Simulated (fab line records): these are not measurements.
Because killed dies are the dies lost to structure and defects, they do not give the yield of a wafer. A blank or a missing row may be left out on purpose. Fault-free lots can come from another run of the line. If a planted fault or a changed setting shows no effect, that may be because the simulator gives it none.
One fault through the eyes of 3 desks / flow n5_finfet / each desk holds nothing but its own numbers, with what lay behind them at the end

FOR THE TOOL OWNER'S DESK: rie_diel-05
The tool's own readings at N5_HKMG_FIN_ETCH_58 (etches SOC in N2/H2, target depth 215.8 nm, time 741 s): means of the sampled wafers that have a number, for each lot that ran on this tool. The brackets show how far a lot's mean lies from the usual mean; more than 4 standard deviations puts the lot out of limits, marked OUT.
Columns: A = chamber_pressure_mTorr at N5_HKMG_FIN_ETCH_58, usual 30.000 mTorr; B = drypump_motor_current_A at N5_HKMG_FIN_ETCH_58, usual 5.8 A; C = oes_product_au at N5_HKMG_FIN_ETCH_58, usual 0.76 a.u.; D = rf_vpp_V at N5_HKMG_FIN_ETCH_58, usual 99.2 V; E = run_length_s at N5_HKMG_FIN_ETCH_58, usual 764.4 s; F = showerhead_plenum_p_Torr at N5_HKMG_FIN_ETCH_58, usual 2.56 Torr; G = throttle_valve_pct at N5_HKMG_FIN_ETCH_58, usual 17.73 %
lot=L591; first seen here=day 4 00:47; A=30.011; B=6.0; C=0.83; D=99.4; E=764.5; F=2.57; G=17.57
lot=L592; first seen here=day 4 07:57; A=30.017; B=5.8; C=0.77; D=100.1; E=764.4; F=2.58; G=17.67
lot=L599; first seen here=day 5 23:14; A=30.001; B=5.9; C=0.76; D=99.3; E=764.6; F=2.59; G=17.74
lot=L602; first seen here=day 7 10:08; A=29.988; B=6.0; C=0.80; D=99.5; E=764.3; F=2.56; G=17.61
lot=L610; first seen here=day 9 08:46; A=29.971; B=6.2; C=0.78; D=99.5; E=428.8 (-99 or more) OUT; F=2.53; G=17.66
lot=L612; first seen here=day 9 16:38; A=30.033; B=6.2; C=0.81; D=98.9; E=429.2 (-99 or more) OUT; F=2.50; G=17.53
lot=L611; first seen here=day 9 22:53; A=30.013; B=6.0; C=0.76; D=97.9; E=428.5 (-99 or more) OUT; F=2.55; G=17.67
This desk's finding: out of limits on L610, L611, L612; first on L610, day 9 08:46 (run_length_s at N5_HKMG_FIN_ETCH_58). In limits: L591, L592, L599, L602.

THE DEFECT DESK
Lot by lot, what the route's inspections counted, given as the mean of those sampled wafers with a number. The brackets show how far a lot's mean lies from the usual mean; more than 4 standard deviations puts the lot out of limits, marked OUT.
Columns: A = raw_defect_count at N5_SDB_INSPECT_36, usual 37
lot=L591; first seen here=day 3 22:28; A=42
lot=L592; first seen here=day 4 06:09; A=34
lot=L593; first seen here=day 4 08:56; A=40
lot=L597; first seen here=day 5 08:42; A=46
lot=L599; first seen here=day 5 21:25; A=24
lot=L602; first seen here=day 7 07:54; A=39
lot=L607; first seen here=day 8 04:47; A=50
lot=L610; first seen here=day 9 06:33; A=31
lot=L612; first seen here=day 9 14:29; A=42
lot=L614; first seen here=day 9 17:56; A=41
lot=L611; first seen here=day 9 20:38; A=19
lot=L613; first seen here=day 9 21:46; A=30
This desk found nothing out of limits on any of the 12 lots.

AT THE METROLOGY DESK
Means of the sampled wafers that have a number, per lot and without regard to the tool the lot ran on: this is what the gauges read. The brackets show how far a lot's mean lies from the usual mean; more than 4 standard deviations puts the lot out of limits, marked OUT.
Columns: A = NDIPOLE_OVL at N5_HKMG_FIN_OVL_MEAS_50, usual 0.0 nm
lot=L591; first seen here=day 3 23:55; A=0.1
lot=L592; first seen here=day 4 07:35; A=0.6
lot=L593; first seen here=day 4 10:31; A=-0.1
lot=L597; first seen here=day 5 10:16; A=-0.1
lot=L599; first seen here=day 5 22:52; A=-0.3
lot=L602; first seen here=day 7 09:28; A=0.0
lot=L607; first seen here=day 8 06:22; A=0.8
lot=L610; first seen here=day 9 08:25; A=0.1
lot=L612; first seen here=day 9 16:16; A=0.2
lot=L614; first seen here=day 9 19:38; A=-0.6
lot=L611; first seen here=day 9 22:30; A=0.1
lot=L613; first seen here=day 9 23:17; A=-0.4
This desk found nothing out of limits on any of the 12 lots.

BROUGHT TOGETHER
The tool owner's desk had the chance to raise an alarm at day 9 08:46 on L610, L611, L612.
Nothing the defect desk looked at was out of limits.
The metrology desk saw nothing out of limits.
The defect desk has L610, L611, L612 on record, within its limits.
The metrology desk has L610, L611, L612 on record, within its limits.
On rie_diel-05, each named lot ran N5_HKMG_FIN_ETCH_58.

WHAT THE SIMULATOR PUT IN
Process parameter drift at N5_HKMG_FIN_ETCH_58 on rie_diel-05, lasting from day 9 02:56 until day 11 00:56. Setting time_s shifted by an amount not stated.
Struck lots among those shown: L610, L611, L612.
How many hours passed from the start of the fault until each desk's first out-of-limits reading: the tool owner's desk, 6.
